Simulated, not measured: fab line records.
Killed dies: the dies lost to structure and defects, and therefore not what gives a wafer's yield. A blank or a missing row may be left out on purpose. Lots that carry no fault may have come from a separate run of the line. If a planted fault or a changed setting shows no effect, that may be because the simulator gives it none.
fab line records    flow nandHarc
record lots=6  wafers=17  lastDay=23
route steps=1159 shown A_ONON_D1@432 END@1159
lots untouched by any fault: they come from a run of this same line in which no faults occurred
startH: hours from the record's first day to the start of the lot's first wafer shown    waitH: time in hours since the lot's previous step    " repeats the value in the row above    L1.1+2: one row covering several wafers at once    - no value, or no start was given    * or withheld: withheld    < > ~ a bound
route shown NAME@n: names a module that has steps shown in the file, with the first one's number in the route    usual: the fault-free wafers' mean and standard deviation    same: alike in all rows    chamber/n: place in a boat    sites: readings site by site    _std_site: standard deviation across them    _edge_site: the outer-site mean with the inner-site mean subtracted    radiusMm: for every site, how far away it sits from the centre of the wafer    mask NAME#n: copy n    behind: the most recent tool/chamber to have shaped the wafer    hold: the reason the lot was held/the length of the hold in hours/how it ended    device: the transistor (n, p or np) that didn't switch    end of line: tests of these same wafers at the route's end    step lacking rows: just its recipe    killed: dies lost to structure and defects at the first sort, not the wafer's yield    map: a wafer's dies, x killed, . not, _ none there
set.NAME: the setting the step ran with; set.NAME@STEP: the setting that earlier step ran with    model.NAME: the simulator's own value behind a step, which no gauge read
a table for each step, a row for each wafer; lots at some steps of the route
services: when a tool's chamber went out of use (startH, in hours from the record's first day, below 0 if earlier), for how many hours, and the reason
## steps
# step NHARC_A_ONON_D1_DEP_12
# recipe targetThkA=10000  n2FlowSccm=2750  n2oFlowSccm=2000  nh3FlowSccm=500  sih4FlowSccm=210  tempC=400
# step NHARC_A_ONON_D1_THK_MEAS_14
# recipe thkMeasGauge=ellipsometry
# usual thkNm=1001/10
lot.wafer  tool          chamber  startH  waitH  thkNm
L112.2     filmMetro-02  -        170.83  -      1011
L112.4     "             -        "       "      1009
L112.5     "             -        "       "      1013
L120.2     filmMetro-02  -        218.02  -      995
L120.4     "             -        "       "      995
L120.6     "             -        "       "      995
L122.4     filmMetro-01  -        238.53  -      1022
L122.6     "             -        "       "      1022
L127.2     filmMetro-01  -        256.40  -      990
L127.4     "             -        "       "      992
L127.6     "             -        "       "      994
L129.3     filmMetro-02  -        274.78  -      988
L129.4     "             -        "       "      989
L129.5     "             -        "       "      988
L132.1     filmMetro-01  -        285.82  -      996
L132.2     "             -        "       "      995
L132.3     "             -        "       "      994
# step NHARC_A_ONON_D1_ANNEAL_15
# recipe tempC=750  timeS=3600
# step NHARC_A_ONON_D1_DEP_16
# recipe targetThkA=10000  n2FlowSccm=2750  n2oFlowSccm=2000  nh3FlowSccm=500  sih4FlowSccm=210  tempC=400
# step NHARC_A_ONON_D1_THK_MEAS_18
# recipe thkMeasGauge=ellipsometry
# usual thkNm=1000/9.1
lot.wafer  tool          chamber  startH  waitH  thkNm
L112.2     filmMetro-01  -        180.64  -      995
L112.4     "             -        "       "      994
L112.5     "             -        "       "      996
L120.2     filmMetro-01  -        225.09  -      995
L120.4     "             -        "       "      994
L120.6     "             -        "       "      992
L122.4     filmMetro-02  -        246.25  -      1000
L122.6     "             -        "       "      1000
L127.2     filmMetro-01  -        263.76  -      992
L127.4     "             -        "       "      991
L127.6     "             -        "       "      992
L129.3     filmMetro-01  -        281.85  -      981
L129.4     "             -        "       "      981
L129.5     "             -        "       "      979
L132.1     filmMetro-01  -        292.92  -      997
L132.2     "             -        "       "      997
L132.3     "             -        "       "      997
# step NHARC_A_ONON_D1_DEP_19
# recipe targetThkA=10000  n2FlowSccm=2750  n2oFlowSccm=2000  nh3FlowSccm=500  sih4FlowSccm=210  tempC=400
# step NHARC_A_ONON_D1_THK_MEAS_21
# recipe thkMeasGauge=ellipsometry
# usual thkNm=997/10
lot.wafer  tool          chamber  startH  waitH  thkNm
L112.2     filmMetro-01  -        181.21  -      974
L112.4     "             -        "       "      973
L112.5     "             -        "       "      971
L120.2     filmMetro-01  -        225.66  -      1003
L120.4     "             -        "       "      1001
L120.6     "             -        "       "      1001
L122.4     filmMetro-02  -        246.84  -      989
L122.6     "             -        "       "      987
L127.2     filmMetro-01  -        264.32  -      1002
L127.4     "             -        "       "      1004
L127.6     "             -        "       "      1004
L129.3     filmMetro-02  -        282.41  -      1006
L129.4     "             -        "       "      1005
L129.5     "             -        "       "      1006
L132.1     filmMetro-02  -        293.49  -      997
L132.2     "             -        "       "      998
L132.3     "             -        "       "      996
# step NHARC_A_ONON_D1_DEP_22
# recipe targetThkA=10000  n2FlowSccm=2750  n2oFlowSccm=2000  nh3FlowSccm=500  sih4FlowSccm=210  tempC=400
# step NHARC_A_ONON_D1_THK_MEAS_24
# recipe thkMeasGauge=ellipsometry
# usual thkNm=998/10
lot.wafer  tool          chamber  startH  waitH  thkNm
L112.2     filmMetro-02  -        181.78  -      1004
L112.4     "             -        "       "      1004
L112.5     "             -        "       "      1004
L120.2     filmMetro-02  -        226.23  -      1012
L120.4     "             -        "       "      1012
L120.6     "             -        "       "      1011
L122.4     filmMetro-01  -        247.40  -      1008
L122.6     "             -        "       "      1005
L127.2     filmMetro-02  -        264.89  -      989
L127.4     "             -        "       "      990
L127.6     "             -        "       "      990
L129.3     filmMetro-02  -        282.99  -      996
L129.4     "             -        "       "      998
L129.5     "             -        "       "      997
L132.1     filmMetro-02  -        294.05  -      1004
L132.2     "             -        "       "      1006
L132.3     "             -        "       "      1005
# step NHARC_A_ONON_D1_DEP_25
# recipe targetThkA=10000  n2FlowSccm=2750  n2oFlowSccm=2000  nh3FlowSccm=500  sih4FlowSccm=210  tempC=400
# step NHARC_A_ONON_D1_THK_MEAS_27
# recipe thkMeasGauge=ellipsometry
# usual thkNm=998/10
lot.wafer  tool          chamber  startH  waitH  thkNm
L112.2     filmMetro-02  -        182.35  -      1019
L112.4     "             -        "       "      1017
L112.5     "             -        "       "      1018
L120.2     filmMetro-01  -        226.79  -      990
L120.4     "             -        "       "      990
L120.6     "             -        "       "      991
L122.4     filmMetro-01  -        247.97  -      991
L122.6     "             -        "       "      993
L127.2     filmMetro-02  -        265.45  -      992
L127.4     "             -        "       "      993
L127.6     "             -        "       "      992
L129.3     filmMetro-02  -        283.90  -      986
L129.4     "             -        "       "      987
L129.5     "             -        "       "      985
L132.1     filmMetro-02  -        294.62  -      998
L132.2     "             -        "       "      999
L132.3     "             -        "       "      1000
# step NHARC_A_ONON_D1_DEP_28
# recipe targetThkA=10000  n2FlowSccm=2750  n2oFlowSccm=2000  nh3FlowSccm=500  sih4FlowSccm=210  tempC=400
lot.wafer   tool          chamber  startH  waitH
L112.2+4+5  pecvdOnon-03  0        182.74  0.4
L120.2+4+6  pecvdOnon-03  0        226.90  0.1
L122.4+6    pecvdOnon-03  0        248.19  0.2
L127.2+4+6  pecvdOnon-02  0        265.57  0.1
L129.3+4+5  pecvdOnon-04  0        284.07  0.2
L132.1+2+3  pecvdOnon-04  0        294.67  0.1
# step NHARC_A_ONON_D1_THK_MEAS_30
# recipe thkMeasGauge=ellipsometry
# usual thkNm=1004/11
lot.wafer  tool          chamber  startH  waitH  thkNm
L112.2     filmMetro-02  -        183.19  -      1004
L112.4     "             -        "       "      1003
L112.5     "             -        "       "      1007
L120.2     filmMetro-01  -        227.36  -      1018
L120.4     "             -        "       "      1018
L120.6     "             -        "       "      1344
L122.4     filmMetro-01  -        248.53  -      997
L122.6     "             -        "       "      1322
L127.2     filmMetro-02  -        266.02  -      1005
L127.4     "             -        "       "      1003
L127.6     "             -        "       "      1003
L129.3     filmMetro-01  -        284.46  -      988
L129.4     "             -        "       "      990
L129.5     "             -        "       "      990
L132.1     filmMetro-02  -        295.18  -      989
L132.2     "             -        "       "      991
L132.3     "             -        "       "      989
# step NHARC_A_ONON_D1_DEP_33
# recipe targetThkA=2000  tempC=400  pressureTorr=6.5  rfW=900  teosFlowSccm=161.4  flowSccm=2650  targetThkNm=200  gas=O2  material=SiO2
# usual heaterPowerW=544/75  throttleValvePct=15.5/0.38
lot.wafer  tool      chamber  startH  waitH  heaterPowerW  throttleValvePct
L112.2     pecvd-03  2        183.34  0.1    529           15.5
L112.4     "         0        "       "      612           15.8
L112.5     "         2        "       "      535           15.5
L120.2     pecvd-03  2        227.51  0.1    583           15.4
L120.6     "         0        "       "      558           15.8
L120.4     "         1        "       "      473           14.8
L122.4     pecvd-02  1        248.88  0.4    759           15.8
L122.6     "         2        "       "      502           15.3
L127.2     pecvd-01  1        266.17  0.1    495           16.1
L127.6     "         2        "       "      559           15.1
L127.4     "         0        "       "      555           15.1
L129.3     pecvd-01  0        284.56  0.1    587           15.1
L129.4     "         0        "       "      596           15.4
L129.5     "         1        "       "      547           16.1
L132.3     pecvd-01  0        295.24  0.1    621           15.0
L132.2     "         1        "       "      487           16.4
L132.1     "         2        "       "      481           15.5
# step NHARC_END_SORT_01
# recipe tempC=25
# usual killedAtArray=29/10  killedAtOther=0.7/1  killedAtPeriphery=3.7/2.6  killedDies=33/10  killedOpen=3.4/1.8  killedShort=1.8/1.3
# same grossDies=677
lot.wafer  tool       chamber  startH  waitH  killedAtArray  killedAtOther  killedAtPeriphery  killedDies  killedOpen  killedShort
L112.2     prober-01  0        448.57  2.8    13             5              3                  21          8           1
L112.4     prober-01  0        450.16  3.4    22             2              2                  26          6           2
L112.5     prober-01  0        450.96  3.7    22             3              3                  28          6           1
L120.2     prober-02  0        501.00  2.8    14             0              4                  18          1           2
L120.4     prober-02  0        502.59  3.4    24             1              2                  27          5           1
L120.6     prober-02  0        504.17  4.0    21             0              0                  21          2           4
L127.2     prober-01  0        536.68  2.8    19             0              5                  24          5           2
L127.4     prober-01  0        538.29  3.4    21             0              4                  25          4           2
L127.6     prober-01  0        539.89  4.0    22             1              2                  25          4           4
L129.3     prober-02  0        560.86  3.1    48             0              15                 63          9           1
L129.4     prober-02  0        561.66  3.4    38             0              8                  46          6           0
L129.5     prober-02  0        562.46  3.7    30             1              9                  40          3           2
# killed by level:class
L112.2 THIN_TSV:chamberFilmFlake=4 A_CONTACT:geometricParticle:open=2 A_ZERO_WELL:chamberFilmFlake=2 A_STAIRCASE:chamberFilmFlake=2 P_GATE:geometricParticle:open=1 P_M1:geometricParticle:open=1 A_CHANNEL_FILL_D1:geometricParticle:open=1 A_SGD_CUT:geometricParticle:open=1
L112.4 A_CONTACT:chamberFilmFlake=6 A_STAIRCASE:chamberFilmFlake=3 A_WL_FILL:chamberFilmFlake=3 A_ZERO_WELL:chamberFilmFlake=2 A_CHANNEL_HOLE_D1:chamberFilmFlake=2 THIN_TSV:chamberFilmFlake=2 P_GATE:geometricParticle:open=1 P_CONTACT:geometricParticle:open=1
L112.5 A_CHANNEL_HOLE_D1:chamberFilmFlake=5 A_WL_FILL:chamberFilmFlake=4 A_STAIRCASE:chamberFilmFlake=3 A_CONTACT:chamberFilmFlake=3 THIN_TSV:chamberFilmFlake=3 A_BLC:geometricParticle:open=2 P_GATE:geometricParticle:open=1 P_M2:geometricParticle:open=1
L120.2 A_CONTACT:chamberFilmFlake=5 A_CHANNEL_HOLE_D1:chamberFilmFlake=3 A_WL_FILL:chamberFilmFlake=3 P_GATE:chamberFilmFlake=2 P_CONTACT:geometricParticle:short=1 A_CONTACT:geometricParticle:open=1 A_CONTACT:geometricParticle:short=1 P_ZERO_WELL:chamberFilmFlake=1
L120.4 A_CHANNEL_HOLE_D1:chamberFilmFlake=6 A_STAIRCASE:chamberFilmFlake=6 A_CONTACT:chamberFilmFlake=5 A_CHANNEL_FILL_D1:geometricParticle:open=2 A_WL_FILL:chamberFilmFlake=2 P_M0:geometricParticle:short=1 A_ONON_D1:geometricParticle:open=1 A_BLC:geometricParticle:open=1
L120.6 A_CHANNEL_HOLE_D1:chamberFilmFlake=6 A_STAIRCASE:chamberFilmFlake=5 A_WL_FILL:chamberFilmFlake=3 A_ONON_D1:geometricParticle:short=2 A_ONON_D1:geometricParticle:open=1 A_SGD_CUT:geometricParticle:short=1 A_WL_FILL:geometricParticle:short=1 A_CONTACT:geometricParticle:open=1
L127.2 A_CHANNEL_HOLE_D1:chamberFilmFlake=10 A_CONTACT:chamberFilmFlake=4 P_CONTACT:geometricParticle:open=3 A_STAIRCASE:chamberFilmFlake=2 P_GATE:geometricParticle:open=1 A_CHANNEL_FILL_D1:geometricParticle:short=1 A_CHANNEL_FILL_D1:geometricParticle:open=1 A_WL_FILL:geometricParticle:short=1
L127.4 A_CHANNEL_HOLE_D1:chamberFilmFlake=8 A_CONTACT:chamberFilmFlake=6 A_STAIRCASE:chamberFilmFlake=4 P_CONTACT:geometricParticle:open=1 P_M0:geometricParticle:open=1 P_M1:geometricParticle:short=1 A_CHANNEL_FILL_D1:geometricParticle:open=1 A_WL_FILL:geometricParticle:short=1
L127.6 A_CHANNEL_HOLE_D1:chamberFilmFlake=11 A_STAIRCASE:chamberFilmFlake=4 A_WL_FILL:geometricParticle:short=2 A_CONTACT:geometricParticle:open=2 A_CONTACT:chamberFilmFlake=2 P_CONTACT:geometricParticle:open=1 P_M0:geometricParticle:short=1 A_CHANNEL_FILL_D1:geometricParticle:short=1
L129.3 A_SLIT:chamberFilmFlake=17 A_CHANNEL_HOLE_D1:chamberFilmFlake=11 A_CONTACT:chamberFilmFlake=8 P_STI:chamberFilmFlake=7 A_SGD_CUT:chamberFilmFlake=4 P_CONTACT:chamberFilmFlake=3 A_CHANNEL_FILL_D1:geometricParticle:open=2 P_GATE:chamberFilmFlake=2
L129.4 A_SLIT:chamberFilmFlake=17 A_CONTACT:chamberFilmFlake=8 A_CHANNEL_HOLE_D1:chamberFilmFlake=4 P_STI:chamberFilmFlake=3 P_GATE:chamberFilmFlake=3 A_SGD_CUT:chamberFilmFlake=3 A_CONTACT:geometricParticle:open=2 A_M1:geometricParticle:open=2
L129.5 A_SLIT:chamberFilmFlake=13 A_CONTACT:chamberFilmFlake=8 P_STI:chamberFilmFlake=5 A_CHANNEL_HOLE_D1:chamberFilmFlake=4 P_GATE:chamberFilmFlake=2 P_GATE:geometricParticle:open=1 A_ONON_D1:geometricParticle:short=1 A_CONTACT:geometricParticle:short=1
## services
tool          chamber  startH  hours  kind
pecvd-02      0        166.19  -      clean
pecvd-02      1        166.19  -      clean
pecvd-02      2        166.19  -      clean
pecvd-01      -        237.00  13.0   pm
pecvd-01      0        237.00  13.0   ventCycle
pecvd-01      1        237.00  13.0   ventCycle
pecvd-01      2        237.00  13.0   ventCycle
pecvdOnon-04  -        237.21  13.0   pm
pecvd-01      0        250.00  -      clean
pecvd-01      1        250.00  -      clean
pecvd-01      2        250.00  -      clean
pecvd-03      -        292.64  13.0   pm
pecvd-03      0        292.64  13.0   ventCycle
pecvd-03      1        292.64  13.0   ventCycle
pecvd-03      2        292.64  13.0   ventCycle
## key
firstSign step=NHARC_A_ONON_D1_THK_MEAS_30  reading=thkNm  direction=up  sigmas=31  usual=1004  struck=1333
effect none on later readings
metAt NHARC_A_ONON_D1_DEP_28
struckWafers L120.6,L122.6
sortLeftOut L122.6
testerLeftOut L120,L122
onsetBetween 182.74 226.90
fault kind=processParameterDrift  tool=pecvdOnon-03  chamber=-  onsetH=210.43  steps=NHARC_A_ONON_D1_DEP_28  channel=targetThkA  offset=*  shape=step  endH=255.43  scope=struckWafersOnly  actsIn=*  stated=*
# testerLeftOut: of these lots the tester's yield and bins aren't shown, on N5 and GAA mostly nor the transistor test; their killed dies are dies lost to structure and defects alone, not to doping, threshold or leakage, so they don't give the yield
# sortLeftOut: the simulated sort isn't trusted on such a fault, so these wafers' sort isn't shown, and their yield isn't known
